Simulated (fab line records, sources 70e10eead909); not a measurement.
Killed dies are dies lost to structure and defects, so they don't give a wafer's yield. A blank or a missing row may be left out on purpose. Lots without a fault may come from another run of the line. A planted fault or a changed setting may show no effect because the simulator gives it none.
fab line records | flow nand_harc
record lots=24 wafers=72 last_day=32
route steps=1302 shown P_ZERO_WELL@18 P_STI@84 P_CONTACT@244 P_M0@284
lots that met no fault: from a run of the same line without faults
start_h: hours from the record's first day to the start of the lot's first wafer shown | wait_h: hours since the lot's step before | " the same as in the row above | L1.1+2: a row that stands for several wafers | - no value, or no start given | * or withheld: withheld | < > ~ a bound
route shown NAME@n: a module of which the file shows steps, and the number in the route of the first | usual: mean/standard deviation of fault-free wafers | same: alike in all rows | chamber/n: place in a boat | sites: the reading at each site | _std_site: their standard deviation | _edge_site: outer sites' mean less inner sites' | radius_mm: how far each site lies from the wafer's centre | mask NAME#n: copy n | behind: the tool/chamber that last shaped the wafer | hold: why the lot was held/for how many hours/how that ended | device: the transistor (n, p or np) that didn't switch | end of line: the same wafers' tests at the end of the route | a step without rows: its recipe alone | killed: dies lost to structure and defects at the first sort, not the wafer's yield | map: a wafer's dies, x killed, . not, _ none there
set.NAME: the setting as run; set.NAME@STEP: as run at that earlier step | model.NAME: the simulator's own value behind a step, which no gauge read
steps of the route over a sample of lots; a table a step, a row a wafer
services: from which hour (start_h, from the record's first day; less than 0 if before it) a tool's chamber was out of use, for how many hours, and why
## steps
# step NHARC_P_ZERO_WELL_ETCH_62
# recipe target_depth_a=130 time_s=6.5 chf3_flow_sccm=50 ar_flow_sccm=200 rf_w=500 bias_w=200 chemistry=CHF3/Ar
# usual drypump_motor_current_A=5.5/0.49 oes_product_au=0.956/0.016 rf_fwd_power_W=488.5/2 rf_vpp_V=370.7/2.2 showerhead_plenum_p_Torr=2.34/0.1 throttle_valve_pct=20.217/0.0091
# columns lot.wafer tool chamber start_h wait_h drypump_motor_current_A oes_product_au rf_fwd_power_W rf_hours_counter_h rf_vpp_V showerhead_plenum_p_Torr throttle_valve_pct
L074.2 rie_diel-08 0 - - 5.0 0.949 491.6 2 371.7 2.43 20.225
L074.3 " 2 " " 6.1 0.951 487.5 2 369.2 2.27 20.229
L074.6 " 0 " " 4.9 0.953 491.3 - 373.5 2.43 20.213
L075.3 rie_diel-07 3 - - 4.7 0.943 488.9 19 371.0 2.30 20.221
L075.5 " 3 " " 4.6 0.948 486.9 - 370.2 2.30 20.204
L075.6 " 0 " " 4.8 0.944 488.7 - 373.7 2.46 20.237
L076.2 rie_diel-08 3 - - 5.8 0.973 485.8 13 370.6 2.30 20.227
L076.4 " 0 " " 4.9 0.957 490.0 10 371.7 2.43 20.226
L076.5 " 0 " " 5.0 0.957 492.1 - 371.1 2.43 20.205
L077.3 rie_diel-01 3 - - 5.5 0.964 488.2 2 372.5 2.47 20.216
L077.4 " 1 " " 5.8 0.984 493.4 7 367.8 2.23 20.201
L077.5 " 3 " " 5.5 0.961 487.7 - 372.8 2.47 20.222
L078.4 rie_diel-08 3 - - 5.8 0.981 486.8 20 369.5 2.30 20.203
L078.1 " 2 " " 6.0 0.985 491.5 20 370.0 2.27 20.217
L078.6 " 3 " " 5.8 0.976 484.9 - 370.8 2.30 20.212
L079.2 rie_diel-08 1 - - 5.6 0.921 490.9 17 369.7 2.32 20.213
L079.3 " 2 " " 6.1 0.929 487.5 21 369.6 2.26 20.222
L079.6 " 2 " " 6.1 0.926 487.2 - 368.5 2.26 20.217
L080.1 rie_diel-07 3 - - 4.7 0.957 488.5 33 368.6 2.29 20.210
L080.3 " 0 " " 4.8 0.965 489.1 34 372.2 2.46 20.221
L080.5 " 0 " " 4.8 0.966 487.6 - 372.5 2.46 20.219
L081.1 rie_diel-01 0 - - 4.9 0.962 486.3 20 370.5 2.34 20.218
L081.4 " 1 " " 5.8 0.989 489.9 20 367.8 2.22 20.218
L081.6 " 0 " " 4.9 0.968 485.5 - 370.6 2.34 20.222
L082.3 rie_diel-07 0 - - 4.8 0.962 487.8 40 373.8 2.46 20.222
L082.4 " 1 " " 5.7 0.951 487.6 40 367.6 2.18 20.223
L082.2 " 2 " " 6.1 0.949 490.3 39 374.4 2.46 20.220
L083.1 rie_diel-07 2 - - 6.1 0.936 488.1 49 372.9 2.46 20.221
L083.2 " 3 " " 4.7 0.933 486.9 48 368.8 2.29 20.212
L083.6 " 1 " " 5.7 0.944 488.1 - 368.1 2.18 20.225
L084.2 rie_diel-01 0 - - 4.9 0.938 487.1 34 370.9 2.33 20.211
L084.1 " 1 " " 5.8 0.966 490.9 31 367.9 2.22 20.231
L084.4 " 2 " " 5.9 0.965 484.4 32 373.2 2.50 20.229
L085.1 rie_diel-07 1 - - 5.7 0.953 490.5 1 366.3 2.18 20.217
L085.3 " 0 " " 4.8 0.979 488.2 1 372.4 2.45 20.220
L085.6 " 1 " " 5.7 0.945 488.3 - 367.1 2.18 20.216
L086.3 rie_diel-01 2 - - 5.9 0.955 489.7 35 375.0 2.50 20.210
L086.2 " 0 " " 4.9 0.983 485.8 38 370.0 2.33 20.224
L086.6 " 2 " " 5.9 0.950 488.3 - 372.8 2.50 20.192
L087.3 rie_diel-07 1 - - 5.7 0.938 488.6 7 367.2 2.18 20.207
L087.2 " 2 " " 6.1 0.928 488.1 6 372.1 2.45 20.205
L087.1 " 3 " " 4.7 0.945 487.5 5 369.7 2.29 20.207
L088.2 rie_diel-08 3 - - 5.8 0.953 485.0 50 369.0 2.29 20.223
L088.4 " 2 " " 6.1 0.942 485.3 54 368.8 2.25 20.220
L088.5 " 3 " " 5.8 0.952 485.7 - 369.4 2.29 20.245
L089.3 rie_diel-07 2 - - 6.1 0.939 486.7 13 373.2 2.45 20.212
L089.4 " 0 " " 4.8 0.948 489.9 15 372.6 2.45 20.218
L089.6 " 1 " " 5.7 0.946 488.2 - 367.7 2.17 20.219
L090.4 rie_diel-01 0 - - 4.9 0.952 488.4 52 370.3 2.33 20.227
L090.3 " 2 " " 5.9 0.944 487.7 52 372.9 2.49 20.223
L090.6 " 0 " " 4.9 0.950 486.8 - 370.3 2.33 20.231
L091.1 rie_diel-01 1 - - 5.8 0.958 492.4 51 368.8 2.21 20.216
L091.6 " 1 " " 5.8 0.946 489.0 - 367.6 2.21 20.220
L091.5 " 3 " " 5.6 0.954 488.6 - 372.7 2.45 20.216
L092.3 rie_diel-08 2 - - 6.1 0.924 488.4 1 368.9 2.25 20.215
L092.6 " 2 " " 6.1 0.932 489.7 - 370.0 2.25 20.228
L092.5 " 3 " " 5.8 0.951 486.1 - 370.4 2.28 20.207
L093.2 rie_diel-08 2 - - 6.1 0.970 487.5 2 367.2 2.25 20.227
L093.4 " 0 " " 5.0 0.970 491.1 3 372.8 2.41 20.199
L093.3 " 1 " " 5.6 0.980 491.2 3 369.7 2.31 20.215
L094.4 rie_diel-01 3 - - 5.5 0.972 487.2 4 371.9 2.44 20.223
L094.6 " 2 " " 5.9 0.959 484.7 - 373.9 2.49 20.223
L094.5 " 3 " " 5.5 0.981 488.2 - 373.1 2.44 20.213
L095.2 rie_diel-08 3 - - 5.8 0.977 487.7 8 370.1 2.28 20.216
L095.4 " 0 " " 5.0 0.986 490.0 10 372.5 2.41 20.207
L095.5 " 2 " " 6.1 0.954 489.8 - 367.8 2.25 20.197
L096.2 rie_diel-01 0 - - 4.9 0.960 488.4 7 369.5 2.32 20.212
L096.1 " 2 " " 5.9 0.952 491.3 9 374.7 2.49 20.219
L096.4 " 3 " " 5.5 0.970 485.8 7 372.9 2.44 20.216
L097.3 rie_diel-07 3 - - 4.7 0.969 489.0 41 369.4 2.27 20.232
L097.2 " 0 " " 4.8 0.959 488.6 46 373.2 2.44 20.200
L097.1 " 1 " " 5.7 0.973 488.1 46 367.0 2.16 20.216
# step NHARC_P_ZERO_WELL_DESCUM_39
# recipe time_s=3 o2_flow_sccm=200 ar_flow_sccm=0 bias_power_w=0 chemistry=O2
# usual drypump_motor_current_A=5.5/0.5 oes_product_au=1.002/0.0099 rf_vpp_V=57.7/0.9 showerhead_plenum_p_Torr=1.91/0.085 throttle_valve_pct=11.310/0.009
# columns lot.wafer tool chamber start_h wait_h drypump_motor_current_A oes_product_au rf_hours_counter_h rf_vpp_V showerhead_plenum_p_Torr throttle_valve_pct
L074.2 rie_diel-07 2 8.40 - 6.1 0.997 20 58.2 2.02 11.308
L074.3 " 0 " " 4.8 1.003 19 57.5 2.02 11.313
L074.6 " 3 " " 4.7 1.007 - 58.0 1.88 11.328
L075.3 rie_diel-07 1 11.76 - 5.7 1.001 22 58.4 1.78 11.325
L075.6 " 0 " " 4.8 0.997 - 58.3 2.02 11.313
L075.5 " 1 " " 5.7 1.004 - 58.0 1.78 11.320
L076.4 rie_diel-07 1 20.45 - 5.7 1.008 26 56.6 1.78 11.298
L076.2 " 2 " " 6.1 1.001 27 58.7 2.02 11.314
L076.5 " 0 " " 4.8 1.011 - 57.1 2.01 11.306
L077.4 rie_diel-01 3 35.58 - 5.5 0.990 4 58.9 2.02 11.305
L077.3 " 1 " " 5.8 1.018 10 56.5 1.81 11.321
L077.5 " 0 " " 4.9 0.997 - 58.1 1.91 11.314
L078.1 rie_diel-07 2 40.29 - 6.1 1.006 33 57.0 2.02 11.315
L078.6 " 0 " " 4.8 1.003 - 60.0 2.01 11.290
L078.4 " 1 " " 5.7 1.010 - 55.8 1.78 11.317
L079.3 rie_diel-08 0 50.74 - 4.9 0.995 18 59.0 1.98 11.314
L079.2 " 1 " " 5.6 1.012 18 57.2 1.89 11.307
L079.6 " 1 " " 5.6 1.002 - 58.3 1.89 11.314
L080.3 rie_diel-08 0 60.42 - 5.0 1.006 21 58.8 1.98 11.312
L080.1 " 2 " " 6.1 1.001 26 57.0 1.84 11.304
L080.5 " 0 " " 5.0 1.002 - 56.9 1.98 11.302
L081.1 rie_diel-01 0 70.41 - 4.9 0.987 20 56.8 1.91 11.307
L081.4 " 2 " " 5.9 1.004 19 59.1 2.05 11.306
L081.6 " 1 " " 5.8 1.023 - 56.9 1.81 11.312
L082.3 rie_diel-08 3 80.56 - 5.8 1.024 35 57.4 1.87 11.312
L082.2 " 1 " " 5.6 1.010 29 56.1 1.89 11.299
L082.4 " 2 " " 6.1 1.010 34 57.5 1.84 11.310
L083.2 rie_diel-08 1 96.24 - 5.6 0.985 36 58.0 1.89 11.308
L083.1 " 2 " " 6.1 0.987 41 57.0 1.84 11.326
L083.6 " 1 " " 5.6 0.998 - 57.4 1.89 11.299
L084.1 rie_diel-01 1 100.15 - 5.8 1.018 32 57.2 1.81 11.318
L084.4 " 2 " " 5.9 0.992 33 56.5 2.05 11.305
L084.2 " 0 " " 4.9 1.004 35 56.2 1.90 11.315
L085.3 rie_diel-07 2 110.37 - 6.1 0.981 1 59.4 2.01 11.299
L085.1 " 0 " " 4.8 0.996 1 57.5 2.01 11.305
L085.6 " 3 " " 4.7 0.989 - 58.1 1.87 11.305
L086.2 rie_diel-07 2 120.23 - 6.1 0.978 4 59.4 2.01 11.298
L086.3 " 1 " " 5.7 0.988 4 56.6 1.77 11.314
L086.6 " 3 " " 4.7 0.991 - 58.0 1.87 11.308
L087.1 rie_diel-08 2 130.40 - 6.1 1.001 51 58.5 1.84 11.307
L087.2 " 3 " " 5.8 1.012 49 57.6 1.87 11.322
L087.3 " 0 " " 5.0 0.986 49 57.6 1.97 11.324
L088.4 rie_diel-08 1 140.29 - 5.6 0.998 51 57.3 1.88 11.319
L088.2 " 2 " " 6.1 1.000 55 57.6 1.84 11.299
L088.5 " 1 " " 5.6 0.997 - 57.2 1.88 11.306
L089.4 rie_diel-01 3 152.14 - 5.5 1.002 46 58.7 2.00 11.311
L089.3 " 0 " " 4.9 0.989 51 58.1 1.90 11.304
L089.6 " 2 " " 5.9 0.983 - 57.2 2.04 11.312
L090.4 rie_diel-07 0 160.53 - 4.8 1.005 19 57.9 2.00 11.310
L090.3 " 1 " " 5.7 0.989 17 57.3 1.77 11.316
L090.6 " 3 " " 4.7 0.995 - 59.5 1.86 11.306
L091.1 rie_diel-01 3 170.50 - 5.5 1.008 51 58.0 2.00 11.319
L091.6 " 3 " " 5.6 1.005 - 58.1 2.00 11.309
L091.5 " 1 " " 5.8 1.023 - 56.2 1.80 11.303
L092.3 rie_diel-08 3 180.46 - 5.8 1.003 1 57.4 1.86 11.308
L092.5 " 0 " " 5.0 1.005 - 57.3 1.97 11.300
L092.6 " 1 " " 5.6 1.026 - 56.3 1.88 11.299
L093.3 rie_diel-08 1 191.19 - 5.6 1.010 7 58.2 1.88 11.316
L093.2 " 3 " " 5.8 1.013 4 56.8 1.86 11.310
L093.4 " 0 " " 5.0 1.007 5 58.1 1.97 11.324
L094.4 rie_diel-07 2 200.31 - 6.1 0.990 32 58.4 2.00 11.310
L094.5 " 2 " " 6.1 1.005 - 56.4 2.00 11.311
L094.6 " 3 " " 4.7 1.007 - 58.1 1.86 11.300
L095.4 rie_diel-08 0 210.39 - 5.0 1.013 10 59.8 1.97 11.310
L095.2 " 1 " " 5.6 1.017 13 57.2 1.88 11.310
L095.5 " 1 " " 5.6 1.021 - 56.7 1.88 11.315
L096.1 rie_diel-01 2 220.17 - 5.9 1.010 10 58.4 2.04 11.307
L096.2 " 3 " " 5.5 1.014 9 57.3 2.00 11.312
L096.4 " 0 " " 4.9 1.011 8 56.5 1.89 11.310
L097.3 rie_diel-07 0 230.12 - 4.8 1.003 46 56.7 1.99 11.288
L097.2 " 1 " " 5.7 0.994 46 57.0 1.76 11.317
L097.1 " 3 " " 4.7 1.002 42 56.5 1.85 11.306
# step NHARC_P_STI_OVL_MEAS_10
# usual overlay_x_nm=-1/5.8 overlay_y_nm=-2/5.7
# columns lot.wafer tool chamber start_h wait_h overlay_x_nm overlay_y_nm
L074.2 overlay-02 - 26.60 - -8 7
L074.3 " - " " -8 7
L074.6 " - " " -8 7
L075.3 overlay-02 - 32.19 - -16 -4
L075.5 " - " " -17 -3
L075.6 " - " " -17 -4
L076.2 overlay-02 - 38.56 - -5 -3
L076.4 " - " " -4 -2
L076.5 " - " " -4 -2
L077.3 overlay-01 - 54.00 - -3 -2
L077.4 " - " " -2 -3
L077.5 " - " " -2 -3
L078.1 overlay-01 - 60.54 - -2 -7
L078.4 " - " " -2 -6
L078.6 " - " " -1 -6
L079.2 overlay-02 - 68.42 - -5 -11
L079.3 " - " " -4 -11
L079.6 " - " " -4 -12
L080.1 overlay-01 - 78.96 - -7 -15
L080.3 " - " " -7 -16
L080.5 " - " " -7 -15
L081.1 overlay-01 - 90.53 - -6 3
L081.4 " - " " -5 3
L081.6 " - " " -6 3
L082.2 overlay-02 - 99.06 - 8 10
L082.3 " - " " 8 9
L082.4 " - " " 8 11
L083.1 overlay-02 - 114.99 - 0 -2
L083.2 " - " " 0 -1
L083.6 " - " " -1 -1
L084.1 overlay-01 - 121.16 - 8 -3
L084.2 " - " " 8 -3
L084.4 " - " " 7 -4
L085.1 overlay-02 - 128.79 - -5 -8
L085.3 " - " " -5 -9
L085.6 " - " " -5 -8
L086.2 overlay-02 - 138.27 - 2 -9
L086.3 " - " " 2 -9
L086.6 " - " " 3 -9
L087.1 overlay-01 - 149.65 - 7 2
L087.2 " - " " 7 3
L087.3 " - " " 7 3
L088.2 overlay-01 - 160.68 - -2 1
L088.4 " - " " -2 1
L088.5 " - " " -2 1
L089.3 overlay-02 - 170.04 - -3 5
L089.4 " - " " -3 5
L089.6 " - " " -3 5
L090.3 overlay-01 - 181.27 - -2 0
L090.4 " - " " -2 -1
L090.6 " - " " -1 0
L091.1 overlay-02 - 190.45 - 1 -1
L091.5 " - " " 1 -1
L091.6 " - " " 1 0
L092.3 overlay-02 - 200.59 - 5 3
L092.5 " - " " 4 3
L092.6 " - " " 5 4
L093.2 overlay-01 - 210.41 - 8 -8
L093.3 " - " " 8 -8
L093.4 " - " " 8 -8
L094.4 overlay-01 - 220.97 - 4 0
L094.5 " - " " 4 -1
L094.6 " - " " 5 -1
L095.2 overlay-01 - 233.01 - -2 -2
L095.4 " - " " -2 -2
L095.5 " - " " -2 -1
L096.1 overlay-01 - 241.62 - 2 -4
L096.2 " - " " 2 -5
L096.4 " - " " 2 -4
L097.1 overlay-01 - 248.00 - -4 1
L097.2 " - " " -4 1
L097.3 " - " " -3 0
# step NHARC_P_STI_ETCH_15
# recipe target_depth_a=3000 taper_deg=4 time_s=100.1 hbr_flow_sccm=150 cl2_flow_sccm=50 rf_w=400 icp_w=400 bias_w=100 chemistry=HBr/Cl2
# usual drypump_motor_current_A=5.6/0.5 oes_product_au=0.997/0.009 rf_fwd_power_W=397.1/1.6 throttle_valve_pct=26.406/0.0089
# columns lot.wafer tool chamber start_h wait_h drypump_motor_current_A oes_product_au rf_fwd_power_W rf_hours_counter_h throttle_valve_pct
L074.2 rie_si-06 0 27.05 - 6.0 0.996 397.9 1.0 26.407
L074.3 " 3 " " 5.5 0.979 396.5 0.7 26.399
L074.6 " 3 " " 5.5 0.990 397.1 - 26.405
L075.3 rie_si-03 3 32.72 - 5.3 1.004 395.1 0.0 26.425
L075.6 " 0 " " 5.4 0.979 397.1 - 26.409
L075.5 " 1 " " 4.7 0.993 399.0 - 26.413
L076.2 rie_si-06 0 39.00 - 6.0 0.998 397.2 1.1 26.405
L076.4 " 2 " " 6.7 1.006 396.4 1.1 26.406
L076.5 " 0 " " 6.0 1.005 397.5 - 26.412
L077.4 rie_si-05 2 54.46 - 5.0 0.992 396.0 0.8 26.406
L077.3 " 3 " " 5.5 1.007 398.2 0.9 26.396
L077.5 " 2 " " 5.0 1.000 395.8 - 26.403
L078.1 rie_si-06 1 61.00 - 5.9 1.011 394.0 0.0 26.415
L078.4 " 3 " " 5.5 0.993 395.8 0.0 26.412
L078.6 " 0 " " 6.0 1.012 397.7 - 26.388
L079.2 rie_si-05 0 68.88 - 5.3 1.010 394.8 1.0 26.399
L079.3 " 1 " " 5.8 0.994 397.7 1.0 26.392
L079.6 " 3 " " 5.5 1.004 399.3 - 26.410
L080.1 rie_si-05 1 79.42 - 5.8 0.998 397.2 1.1 26.420
L080.3 " 0 " " 5.3 1.004 395.7 1.2 26.407
L080.5 " 2 " " 5.0 0.978 395.1 - 26.416
L081.1 rie_si-03 2 91.01 - 5.7 1.001 397.8 0.3 26.424
L081.4 " 3 " " 5.2 1.005 395.1 0.3 26.415
L081.6 " 1 " " 4.7 0.998 399.9 - 26.400
L082.4 rie_si-03 0 99.52 - 5.4 1.000 399.3 0.5 26.410
L082.3 " 1 " " 4.7 1.002 397.2 0.4 26.402
L082.2 " 2 " " 5.7 1.012 398.9 0.3 26.399
L083.1 rie_si-06 2 115.43 - 6.7 0.989 393.7 0.3 26.420
L083.2 " 0 " " 6.0 1.002 397.8 0.3 26.393
L083.6 " 3 " " 5.5 0.993 397.8 - 26.406
L084.1 rie_si-05 0 121.60 - 5.3 1.003 396.9 0.1 26.395
L084.2 " 1 " " 5.8 1.002 398.1 0.1 26.416
L084.4 " 2 " " 5.0 0.992 395.1 0.1 26.409
L085.1 rie_si-03 2 129.28 - 5.6 0.997 396.7 0.5 26.404
L085.3 " 3 " " 5.2 0.998 394.7 0.6 26.387
L085.6 " 3 " " 5.2 0.992 395.5 - 26.401
L086.2 rie_si-05 1 138.72 - 5.8 0.995 398.2 0.2 26.403
L086.3 " 3 " " 5.4 0.993 396.4 0.2 26.409
L086.6 " 1 " " 5.8 0.997 398.8 - 26.419
L087.2 rie_si-05 3 150.10 - 5.5 0.993 398.7 0.3 26.405
L087.3 " 0 " " 5.3 0.997 395.6 0.3 26.398
L087.1 " 2 " " 5.0 0.986 396.0 0.4 26.406
L088.2 rie_si-06 1 161.20 - 5.9 1.001 394.9 0.6 26.394
L088.5 " 1 " " 5.9 0.998 394.9 - 26.397
L088.4 " 0 " " 6.0 0.998 397.9 - 26.404
L089.3 rie_si-06 0 170.51 - 6.0 1.003 398.3 0.8 26.402
L089.6 " 0 " " 6.0 1.008 398.7 - 26.417
L089.4 " 1 " " 5.8 1.002 395.9 - 26.399
L090.3 rie_si-05 3 181.77 - 5.4 0.999 398.9 0.5 26.378
L090.4 " 1 " " 5.8 1.013 397.4 0.5 26.399
L090.6 " 3 " " 5.5 0.994 400.0 - 26.402
L091.1 rie_si-06 1 190.93 - 5.8 1.013 395.7 0.9 26.407
L091.5 " 0 " " 6.0 0.998 399.2 - 26.398
L091.6 " 1 " " 5.9 1.012 396.5 - 26.427
L092.3 rie_si-05 1 201.05 - 5.8 1.004 398.1 0.7 26.412
L092.6 " 0 " " 5.3 0.999 395.3 - 26.400
L092.5 " 1 " " 5.8 0.999 397.5 - 26.406
L093.2 rie_si-03 2 210.86 - 5.7 1.014 397.6 0.0 26.400
L093.3 " 3 " " 5.2 1.002 396.6 0.0 26.420
L093.4 " 1 " " 4.7 0.999 398.1 0.0 26.402
L094.4 rie_si-05 2 221.47 - 5.0 0.988 398.0 0.9 26.403
L094.6 " 2 " " 5.0 0.992 397.5 - 26.400
L094.5 " 3 " " 5.5 1.003 397.7 - 26.411
L095.4 rie_si-05 0 233.47 - 5.3 0.996 395.8 0.8 26.420
L095.2 " 2 " " 5.0 0.979 396.8 1.0 26.408
L095.5 " 3 " " 5.5 0.986 398.8 - 26.406
L096.2 rie_si-06 0 242.07 - 6.1 0.991 398.1 0.1 26.418
L096.1 " 2 " " 6.7 0.988 398.4 0.1 26.400
L096.4 " 2 " " 6.7 1.001 396.0 - 26.408
L097.1 rie_si-05 2 248.44 - 5.0 0.995 396.0 1.1 26.398
L097.2 " 3 " " 5.5 0.996 397.8 1.0 26.389
L097.3 " 1 " " 5.8 0.990 398.7 1.0 26.410
# step NHARC_P_CONTACT_DEGAS_38
# recipe temp_c=300 time_s=60
# usual heater_power_w=440/46 susceptor_temp_C=299.98/0.21
# columns lot.wafer tool chamber start_h wait_h heater_power_w susceptor_temp_C
L074.2 pvd_sputter-01 - 100.06 - 503 300.08
L074.3 " - " " 391 299.81
L074.6 " - " " 498 299.75
L075.3 pvd_sputter-03 - 104.34 - 462 299.59
L075.5 " - " " 418 300.03
L075.6 " - " " 409 299.64
L076.2 pvd_sputter-02 - 114.03 - 435 299.76
L076.4 " - " " 551 299.98
L076.5 " - " " 411 300.01
L078.4 pvd_sputter-01 - 135.54 - 378 -
L078.1 " - " " 486 -
L078.6 " - " " 421 -
L079.3 pvd_sputter-03 - 141.43 - 427 300.06
L079.2 " - " " 437 299.89
L079.6 " - " " 421 299.88
L077.3 pvd_sputter-01 - 152.96 - 399 -
L077.4 " - " " 422 -
L077.5 " - " " 425 -
L080.1 pvd_sputter-03 - 157.90 - 414 299.88
L080.3 " - " " 399 300.08
L080.5 " - " " 425 300.02
L081.1 pvd_sputter-01 - 171.14 - 390 300.06
L081.4 " - " " 433 299.98
L081.6 " - " " 388 299.75
L082.2 pvd_sputter-03 - 171.86 - 462 300.45
L082.3 " - " " 419 299.72
L082.4 " - " " 406 300.06
L083.1 pvd_sputter-02 - 193.19 - 518 300.30
L083.2 " - " " 431 299.83
L083.6 " - " " 423 299.75
L084.4 pvd_sputter-01 - 198.73 - 386 299.91
L084.2 " - " " 429 300.00
L084.1 " - " " 493 299.96
L085.3 pvd_sputter-03 - 202.65 - 410 299.78
L085.1 " - " " 426 299.80
L085.6 " - " " 417 300.08
L086.3 pvd_sputter-01 - 216.31 - 382 299.47
L086.2 " - " " 423 299.80
L086.6 " - " " 507 300.33
L087.1 pvd_sputter-01 - 224.76 - 426 300.23
L087.2 " - " " 415 299.61
L087.3 " - " " 380 299.73
L088.2 pvd_sputter-02 - 236.90 - 535 299.89
L088.4 " - " " 508 299.86
L088.5 " - " " 422 300.14
L089.4 pvd_sputter-02 - 240.88 - 510 299.88
L089.3 " - " " 550 300.11
L089.6 " - " " 520 299.78
L090.4 pvd_sputter-03 - 257.13 - 437 300.23
L090.3 " - " " 424 300.47
L090.6 " - " " 417 299.95
L091.1 pvd_sputter-03 - 273.06 - 395 299.89
L091.5 " - " " 453 300.03
L091.6 " - " " 428 299.82
L092.3 pvd_sputter-03 - 278.06 - 397 300.51
L092.6 " - " " 415 300.12
L092.5 " - " " 415 300.08
L094.4 pvd_sputter-01 - 292.77 - 500 299.96
L094.6 " - " " 416 300.05
L094.5 " - " " 412 299.93
L093.3 pvd_sputter-02 - 293.12 - 416 -
L093.4 " - " " 409 -
L093.2 " - " " 499 -
L095.2 pvd_sputter-02 - 310.53 - 549 -
L095.4 " - " " 514 -
L095.5 " - " " 526 -
L096.2 pvd_sputter-01 - 315.78 - 413 299.76
L096.1 " - " " 509 300.55
L096.4 " - " " 370 299.78
L097.2 pvd_sputter-01 - 322.43 - 415 299.84
L097.1 " - " " 370 300.07
L097.3 " - " " 415 300.10
# step NHARC_P_M0_DEP_32
# recipe target_thk_a=300 temp_c=370 target_thk_nm=30 pressure_torr=3 flow_sccm=200 rf_w=450 material=SiCN
# usual heater_power_w=575/75 rf_fwd_power_W=449.0/1.2 susceptor_temp_C=370.01/0.22
# columns lot.wafer tool chamber start_h wait_h heater_power_w rf_fwd_power_W susceptor_temp_C
L074.2 pecvd-03 2 105.12 0.1 590 447.4 369.97
L074.3 " 1 " " 613 448.3 369.96
L074.6 " 2 " " 589 447.0 370.16
L075.3 pecvd-03 1 109.58 0.1 614 448.9 369.75
L075.6 " 2 " " 501 445.1 369.85
L075.5 " 0 " " 594 448.6 370.15
L076.2 pecvd-04 2 119.27 0.1 587 450.3 369.91
L076.5 " 2 " " 610 451.0 370.03
L076.4 " 1 " " 420 447.4 370.24
L078.1 pecvd-03 2 140.81 0.1 482 449.6 370.08
L078.6 " 1 " " 638 447.9 370.07
L078.4 " 0 " " 581 447.7 370.17
L079.3 pecvd-04 1 146.79 0.1 413 447.8 370.16
L079.2 " 0 " " 652 447.3 369.94
L079.6 " 1 " " 423 448.2 370.08
L077.3 pecvd-03 1 158.35 0.1 567 447.7 370.13
L077.5 " 2 " " 582 449.1 370.15
L077.4 " 1 " " 549 449.8 370.02
L080.1 pecvd-03 0 163.62 0.1 564 451.3 370.14
L080.3 " 2 " " 547 448.8 370.06
L080.5 " 0 " " 561 449.0 370.43
L081.1 pecvd-02 1 176.69 0.1 515 449.7 369.94
L081.6 " 0 " " 662 448.8 369.86
L081.4 " 1 " " 535 448.9 370.00
L082.2 pecvd-02 0 177.19 0.1 673 449.8 370.18
L082.3 " 2 " " 585 450.7 370.33
L082.4 " 0 " " 673 450.3 370.07
L083.2 pecvd-04 0 198.45 0.1 665 447.4 369.96
L083.1 " 1 " " 467 447.9 369.90
L083.6 " 0 " " 663 447.8 369.70
L084.1 pecvd-03 1 203.88 0.1 586 450.0 370.04
L084.2 " 0 " " 649 450.6 369.99
L084.4 " 1 " " 586 448.1 370.22
L085.3 pecvd-04 1 207.74 0.1 448 447.6 370.03
L085.1 " 0 " " 631 448.8 369.57
L085.6 " 2 " " 590 447.3 369.48
L086.3 pecvd-04 0 221.96 0.1 675 447.2 370.14
L086.2 " 1 " " 486 448.2 369.97
L086.6 " 2 " " 619 448.6 370.43
L087.2 pecvd-04 1 229.95 0.1 479 450.2 369.86
L087.1 " 2 " " 561 450.0 370.07
L087.3 " 0 " " 662 447.7 369.44
L088.2 pecvd-03 1 242.32 0.1 601 448.7 370.08
L088.5 " 0 " " 665 449.4 369.87
L088.4 " 1 " " 604 446.8 370.23
L089.3 pecvd-03 1 246.00 0.1 494 449.3 370.02
L089.4 " 1 " " 494 449.9 369.98
L089.6 " 0 " " 648 450.9 369.79
L090.3 pecvd-04 2 262.86 0.1 551 449.4 370.25
L090.6 " 2 " " 541 449.6 370.08
L090.4 " 1 " " 411 450.4 370.11
L091.1 pecvd-02 1 278.21 0.1 600 449.3 370.35
L091.5 " 2 " " 551 450.8 370.26
L091.6 " 0 " " 541 449.9 369.97
L092.3 pecvd-04 0 283.31 0.1 671 451.5 369.86
L092.5 " 0 " " 671 451.6 369.83
L092.6 " 1 " " 432 449.5 370.20
L094.6 pecvd-03 2 298.18 0.2 546 448.4 370.07
L094.4 " 0 " " 638 447.7 369.96
L094.5 " 1 " " 588 448.0 370.10
L093.3 pecvd-04 0 298.36 0.1 593 450.3 370.36
L093.2 " 2 " " 550 448.8 369.60
L093.4 " 1 " " 400 447.1 369.95
L095.2 pecvd-03 2 315.80 0.1 606 447.9 370.16
L095.4 " 0 " " 654 448.4 370.31
L095.5 " 1 " " 518 449.4 369.74
L096.2 pecvd-04 1 321.07 0.1 461 449.4 370.10
L096.1 " 2 " " 558 449.7 370.06
L096.4 " 2 " " 553 449.6 369.73
L097.2 pecvd-04 0 328.16 0.1 652 448.4 370.74
L097.1 " 1 " " 412 447.8 370.16
L097.3 " 2 " " 604 446.2 370.19
## services
# columns tool chamber start_h hours kind
rie_diel-08 - -10.08 9.0 pm
rie_diel-07 - -0.22 0.3 repair
rie_diel-08 - -0.21 0.2 repair
rie_diel-01 - 3.45 9.0 pm
rie_si-05 1 10.95 6.4 repair
rie_diel-01 3 14.27 9.6 repair
rie_diel-07 3 39.84 5.1 repair
rie_si-05 2 48.81 3.1 repair
rie_diel-07 2 54.82 7.5 repair
pecvd-04 - 64.36 13.0 pm
rie_si-05 1 70.98 3.1 repair
rie_diel-01 3 73.94 4.3 repair
rie_diel-08 3 86.20 5.9 repair
rie_diel-07 - 93.46 9.0 pm
rie_diel-08 - 101.26 0.4 repair
rie_diel-08 - 102.19 1.1 repair
rie_diel-08 2 155.84 5.4 repair
rie_diel-01 2 164.96 19.1 repair
rie_diel-08 - 167.08 9.0 pm
rie_diel-01 - 180.45 9.0 pm
rie_diel-01 - 199.29 1.8 repair
rie_diel-07 - 270.46 9.0 pm
rie_diel-08 2 276.16 7.6 repair
rie_diel-01 - 299.53 0.1 repair
## key
fault none
